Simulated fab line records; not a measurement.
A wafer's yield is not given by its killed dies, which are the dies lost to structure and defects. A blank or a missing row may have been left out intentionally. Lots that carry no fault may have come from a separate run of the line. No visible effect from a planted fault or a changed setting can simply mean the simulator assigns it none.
Which tool was responsible? :: flow nand harc :: Sampling: 12 lots, 36 wafers, 5 of 1302 route steps

WHAT THE GAUGES SHOWED, per wafer
NHARC_END_SORT_01. Usual: killed at array 56, standard deviation 21; killed at other 1.2, standard deviation 1.6; killed at periphery 3.7, standard deviation 2.5; killed dies 61, standard deviation 21; killed open 3.1, standard deviation 1.8; killed short 2.8, standard deviation 1.7.
lot: L105
measured: day 24 08:28
on: prober-02
killed at array: 79 77 88
killed at other: 5 1 8
killed at periphery: 2 1 2
killed dies: 86 79 98
killed open: 5 3 1
killed short: 1 0 2
flag: 

lot: L108
measured: day 26 00:51
on: prober-01
killed at array: 82 57 66
killed at other: 1 2 4
killed at periphery: 1 2 1
killed dies: 84 61 71
killed open: 5 2 1
killed short: 1 3 2
flag: 

lot: L112
measured: day 28 04:38
on: prober-02
killed at array: 669 674 675
killed at other: 4 0 1
killed at periphery: 4 3 1
killed dies: 677 677 677
killed open: 7 2 3
killed short: 0 2 4
flag: OFF

lot: L113
measured: day 28 06:11
on: prober-01
killed at array: 668 675 675
killed at other: 3 0 1
killed at periphery: 6 2 1
killed dies: 677 677 677
killed open: 2 2 1
killed short: 3 2 3
flag: OFF

lot: L114
measured: day 28 14:04
on: prober-01
killed at array: 673 674 675
killed at other: 2 1 1
killed at periphery: 2 2 1
killed dies: 677 677 677
killed open: 2 3 7
killed short: 2 1 3
flag: OFF

lot: L123
measured: day 31 18:45
on: prober-02
killed at array: 53 51 50
killed at other: 0 1 0
killed at periphery: 0 4 3
killed dies: 53 56 53
killed open: 0 4 4
killed short: 1 6 4
flag: 

lot: L124
measured: day 33 04:25
on: prober-01
killed at array: 77 81 70
killed at other: 0 1 5
killed at periphery: 3 5 0
killed dies: 80 87 75
killed open: 3 6 0
killed short: 2 3 3
flag: 

lot: L125
measured: day 33 05:14
on: prober-02
killed at array: 64 58 46
killed at other: 0 2 2
killed at periphery: 3 0 2
killed dies: 67 60 50
killed open: 6 4 1
killed short: 3 5 0
flag: 

lot: L126
measured: day 33 12:59
on: prober-02
killed at array: 34 41 42
killed at other: 0 3 1
killed at periphery: 5 4 3
killed dies: 39 48 46
killed open: 2 5 1
killed short: 0 1 1
flag: 

WHAT TOOL EACH LOT RAN ON (gives the tool, then ch and the chambers of the sampled wafers, and finally the start)
lot: L106
NHARC_A_WL_FILL_ALD_00: ald hk-01 ch 0,1,3, day 20 10:35
NHARC_A_WL_FILL_ALD_10: ald hk-02 ch 0,1,2, day 20 17:38
NHARC_A_WL_FILL_ETCHBACK_17: rie metal-03 ch 1, day 20 23:01
NHARC_A_WL_FILL_CMP_12: cmp-02 ch 1,3, day 21 04:16

lot: L105
NHARC_A_WL_FILL_ALD_00: ald hk-02 ch 0,2,3, day 20 10:35
NHARC_A_WL_FILL_ALD_10: ald hk-04 ch 0,2,3, day 20 17:38
NHARC_A_WL_FILL_ETCHBACK_17: rie metal-02 ch 0,1, day 20 22:28
NHARC_A_WL_FILL_CMP_12: cmp-04 ch 0,2,3, day 21 04:17

lot: L107
NHARC_A_WL_FILL_ALD_00: ald hk-02 ch 1,2, day 22 04:48
NHARC_A_WL_FILL_ALD_10: ald hk-01 ch 1,2, day 22 11:22
NHARC_A_WL_FILL_ETCHBACK_17: rie metal-02 ch 1, day 22 16:14
NHARC_A_WL_FILL_CMP_12: cmp-04 ch 0,2,3, day 22 22:16

lot: L108
NHARC_A_WL_FILL_ALD_00: ald hk-02 ch 0,2,3, day 22 09:22
NHARC_A_WL_FILL_ALD_10: ald hk-01 ch 0,1,3, day 22 17:33
NHARC_A_WL_FILL_ETCHBACK_17: rie metal-02 ch 0, day 22 21:20
NHARC_A_WL_FILL_CMP_12: cmp-01 ch 0,1,3, day 23 01:08

lot: L112
NHARC_A_WL_FILL_ALD_00: ald hk-01 ch 0,3, day 24 00:14
NHARC_A_WL_FILL_ALD_10: ald hk-02 ch 0,1,3, day 24 10:47
NHARC_A_WL_FILL_ETCHBACK_17: rie metal-03 ch 0,1, day 24 14:35
NHARC_A_WL_FILL_CMP_12: cmp-01 ch 0,1, day 24 21:38

lot: L113
NHARC_A_WL_FILL_ALD_00: ald hk-04 ch 0,1,2, day 24 02:20
NHARC_A_WL_FILL_ALD_10: ald hk-04 ch 0,2,3, day 24 09:45
NHARC_A_WL_FILL_ETCHBACK_17: rie metal-01 ch 0,1, day 24 14:37
NHARC_A_WL_FILL_CMP_12: cmp-02 ch 0,2,3, day 24 21:40

lot: L114
NHARC_A_WL_FILL_ALD_00: ald hk-01 ch 1,2,3, day 24 10:28
NHARC_A_WL_FILL_ALD_10: ald hk-04 ch 0,2, day 24 18:01
NHARC_A_WL_FILL_ETCHBACK_17: rie metal-03 ch 0,1, day 24 22:22
NHARC_A_WL_FILL_CMP_12: cmp-01 ch 1,2,3, day 25 06:01

lot: L123
NHARC_A_WL_FILL_ALD_00: ald hk-04 ch 0,1,3, day 27 18:08
NHARC_A_WL_FILL_ALD_10: ald hk-01 ch 0,1,2, day 28 05:04
NHARC_A_WL_FILL_ETCHBACK_17: rie metal-01 ch 0,1, day 28 09:22
NHARC_A_WL_FILL_CMP_12: cmp-04 ch 0,1,3, day 28 15:02

lot: L124
NHARC_A_WL_FILL_ALD_00: ald hk-01 ch 0,1,3, day 28 19:23
NHARC_A_WL_FILL_ALD_10: ald hk-02 ch 0,2,3, day 29 02:50
NHARC_A_WL_FILL_ETCHBACK_17: rie metal-01 ch 0,1, day 29 10:45
NHARC_A_WL_FILL_CMP_12: cmp-02 ch 0,1,3, day 29 16:36

lot: L125
NHARC_A_WL_FILL_ALD_00: ald hk-04 ch 1,2,3, day 29 02:23
NHARC_A_WL_FILL_ALD_10: ald hk-01 ch 0,2,3, day 29 11:35
NHARC_A_WL_FILL_ETCHBACK_17: rie metal-03 ch 1, day 29 15:55
NHARC_A_WL_FILL_CMP_12: cmp-01 ch 1,3, day 29 20:08

lot: L126
NHARC_A_WL_FILL_ALD_00: ald hk-04 ch 0,1,2, day 29 05:22
NHARC_A_WL_FILL_ALD_10: ald hk-04 ch 0,1, day 29 09:56
NHARC_A_WL_FILL_ETCHBACK_17: rie metal-02 ch 0,1, day 29 14:16
NHARC_A_WL_FILL_CMP_12: cmp-02 ch 0,1, day 29 20:09

lot: L127
NHARC_A_WL_FILL_ALD_00: ald hk-02 ch 1,2,3, day 30 04:16
NHARC_A_WL_FILL_ALD_10: ald hk-01 ch 0,3, day 30 11:31
NHARC_A_WL_FILL_ETCHBACK_17: rie metal-02 ch 0,1, day 30 16:16
NHARC_A_WL_FILL_CMP_12: cmp-04 ch 0,1,2, day 30 22:08
- NHARC_A_WL_FILL_ALD_00: deposits Al2O3, target thk 3 nm, pulse time 3 s, ald cycles 30.
- NHARC_A_WL_FILL_ALD_10: deposits SiO2, target thk 50 nm, pulse time 10 s, ald cycles 500.
- NHARC_A_WL_FILL_ETCHBACK_17: etches the open film in Cl2/BCl3, target depth 4 nm, time 26.7 s.
- NHARC_A_WL_FILL_CMP_12: polishes, t overpolish 30 s, target thk 100 nm.

AS READ BY THE TOOLS THEMSELVES (means over the sampled wafers that have a number; for cases with no such wafer, the mark the record gives instead)
NHARC_A_WL_FILL_ALD_00. Usual: heater power outer w 259 W, standard deviation 28; heater power w 460 W, standard deviation 44; precursor pulse height rel 0.997, standard deviation 0.019.
lot: L106
tool: ald hk-01
heater power outer w (W): 241
heater power w (W): 419
precursor pulse height rel: 0.989
flag: 

lot: L105
tool: ald hk-02
heater power outer w (W): 278
heater power w (W): 500
precursor pulse height rel: 1.008
flag: 

lot: L107
tool: ald hk-02
heater power outer w (W): 279
heater power w (W): 474
precursor pulse height rel: 1.010
flag: 

lot: L108
tool: ald hk-02
heater power outer w (W): 278
heater power w (W): 493
precursor pulse height rel: 1.002
flag: 

lot: L112
tool: ald hk-01
heater power outer w (W): 230
heater power w (W): 391
precursor pulse height rel: 1.000
flag: 

lot: L113
tool: ald hk-04
heater power outer w (W): 255
heater power w (W): 459
precursor pulse height rel: 1.004
flag: 

lot: L114
tool: ald hk-01
heater power outer w (W): 257
heater power w (W): 452
precursor pulse height rel: 0.996
flag: 

lot: L123
tool: ald hk-04
heater power outer w (W): 259
heater power w (W): 450
precursor pulse height rel: 0.999
flag: 

lot: L124
tool: ald hk-01
heater power outer w (W): 240
heater power w (W): 420
precursor pulse height rel: 0.999
flag: 

lot: L125
tool: ald hk-04
heater power outer w (W): 246
heater power w (W): 457
precursor pulse height rel: 1.006
flag: 

lot: L126
tool: ald hk-04
heater power outer w (W): 250
heater power w (W): 452
precursor pulse height rel: 0.988
flag: 

lot: L127
tool: ald hk-02
heater power outer w (W): 280
heater power w (W): 503
precursor pulse height rel: 1.000
flag: 

NHARC_A_WL_FILL_ALD_10. Usual: heater power outer w 256 W, standard deviation 28; heater power w 455 W, standard deviation 41; precursor pulse height rel 0.999, standard deviation 0.021.
lot: L106
tool: ald hk-02
heater power outer w (W): 270
heater power w (W): 475
precursor pulse height rel: 1.003
flag: 

lot: L105
tool: ald hk-04
heater power outer w (W): 256
heater power w (W): 457
precursor pulse height rel: 1.019
flag: 

lot: L107
tool: ald hk-01
heater power outer w (W): 256
heater power w (W): 453
precursor pulse height rel: 1.016
flag: 

lot: L108
tool: ald hk-01
heater power outer w (W): 245
heater power w (W): 426
precursor pulse height rel: 1.002
flag: 

lot: L112
tool: ald hk-02
heater power outer w (W): -
heater power w (W): -
precursor pulse height rel: -
flag: OFF

lot: L113
tool: ald hk-04
heater power outer w (W): -
heater power w (W): -
precursor pulse height rel: -
flag: OFF

lot: L114
tool: ald hk-04
heater power outer w (W): -
heater power w (W): -
precursor pulse height rel: -
flag: OFF

lot: L123
tool: ald hk-01
heater power outer w (W): 247
heater power w (W): 447
precursor pulse height rel: 0.984
flag: 

lot: L124
tool: ald hk-02
heater power outer w (W): 279
heater power w (W): 495
precursor pulse height rel: 1.001
flag: 

lot: L125
tool: ald hk-01
heater power outer w (W): 222
heater power w (W): 412
precursor pulse height rel: 0.994
flag: 

lot: L126
tool: ald hk-04
heater power outer w (W): 265
heater power w (W): 450
precursor pulse height rel: 0.987
flag: 

lot: L127
tool: ald hk-01
heater power outer w (W): 212
heater power w (W): 392
precursor pulse height rel: 1.001
flag: 

NHARC_A_WL_FILL_ETCHBACK_17. Usual: drypump motor current A 5.52 A, standard deviation 0.28; oes product au 0.997 a.u., standard deviation 0.0069.
lot: L106
tool: rie metal-03
drypump motor current A (A): 5.18
oes product au (a.u.): 0.985
flag: 

lot: L105
tool: rie metal-02
drypump motor current A (A): 5.50
oes product au (a.u.): 0.996
flag: 

lot: L107
tool: rie metal-02
drypump motor current A (A): 5.22
oes product au (a.u.): 0.999
flag: 

lot: L108
tool: rie metal-02
drypump motor current A (A): 5.68
oes product au (a.u.): 1.002
flag: 

lot: L112
tool: rie metal-03
drypump motor current A (A): 5.45
oes product au (a.u.): 0.997
flag: 

lot: L113
tool: rie metal-01
drypump motor current A (A): 5.87
oes product au (a.u.): 1.005
flag: 

lot: L114
tool: rie metal-03
drypump motor current A (A): 5.44
oes product au (a.u.): 1.000
flag: 

lot: L123
tool: rie metal-01
drypump motor current A (A): 5.87
oes product au (a.u.): 1.000
flag: 

lot: L124
tool: rie metal-01
drypump motor current A (A): 5.81
oes product au (a.u.): 0.999
flag: 

lot: L125
tool: rie metal-03
drypump motor current A (A): 5.19
oes product au (a.u.): 0.985
flag: 

lot: L126
tool: rie metal-02
drypump motor current A (A): 5.34
oes product au (a.u.): 0.999
flag: 

lot: L127
tool: rie metal-02
drypump motor current A (A): 5.37
oes product au (a.u.): 0.996
flag: 

NHARC_A_WL_FILL_CMP_12. Usual: motor current A 10.8 A, standard deviation 1.1; overpolish run s 30.000 s, standard deviation 0.0088; time to endpoint s 20.7 s, standard deviation 2.
lot: L106
tool: cmp-02
motor current A (A): 10.7
overpolish run s (s): 29.997
time to endpoint s (s): 18.6
flag: 

lot: L105
tool: cmp-04
motor current A (A): 11.2
overpolish run s (s): 29.992
time to endpoint s (s): 20.2
flag: 

lot: L107
tool: cmp-04
motor current A (A): 11.0
overpolish run s (s): 29.997
time to endpoint s (s): 20.2
flag: 

lot: L108
tool: cmp-01
motor current A (A): 10.4
overpolish run s (s): 29.993
time to endpoint s (s): 23.3
flag: 

lot: L112
tool: cmp-01
motor current A (A): 10.0
overpolish run s (s): 29.997
time to endpoint s (s): 19.8
flag: 

lot: L113
tool: cmp-02
motor current A (A): 12.2
overpolish run s (s): 29.996
time to endpoint s (s): 21.2
flag: 

lot: L114
tool: cmp-01
motor current A (A): 10.6
overpolish run s (s): 30.004
time to endpoint s (s): 21.2
flag: 

lot: L123
tool: cmp-04
motor current A (A): 10.6
overpolish run s (s): 30.001
time to endpoint s (s): 20.3
flag: 

lot: L124
tool: cmp-02
motor current A (A): 12.0
overpolish run s (s): 30.004
time to endpoint s (s): 20.8
flag: 

lot: L125
tool: cmp-01
motor current A (A): 10.0
overpolish run s (s): 30.003
time to endpoint s (s): 21.8
flag: 

lot: L126
tool: cmp-02
motor current A (A): 10.1
overpolish run s (s): 30.001
time to endpoint s (s): 19.7
flag: 

lot: L127
tool: cmp-04
motor current A (A): 10.4
overpolish run s (s): 29.996
time to endpoint s (s): 22.8
flag: 

THE ANSWER, worked out from the rows above alone
Rule: take the mean of a lot's wafers that have a number; if it is more than 3 standard deviations from the usual mean, the lot is off. Also off: a lot with no number at a reading for which 4 or more lots have one. Any other lot the step has rows for is counted as sound. After the gauges, taken in route order, come the tools' own readings; for these a lot's mean is taken, as printed above. The first step at which some lot is off is used, and at that step the reading that is off furthest; a lot without a number counts as furthest.
Off, at NHARC_END_SORT_01 on killed at array: L112, L113, L114. Neither off nor sound, because the step has no rows for them: L106, L107, L127.
If a tool, at a process step before that reading, ran all the lots that are off and no sound lot after the first of them, it fits. Not tried: the gauges at NHARC_END_SORT_01; whatever is off there is also off at NHARC_A_WL_FILL_ALD_10, on other tools, and gauge error can't account for it. No candidate that was tried fits.

WHAT THE SIMULATOR HAD PUT IN
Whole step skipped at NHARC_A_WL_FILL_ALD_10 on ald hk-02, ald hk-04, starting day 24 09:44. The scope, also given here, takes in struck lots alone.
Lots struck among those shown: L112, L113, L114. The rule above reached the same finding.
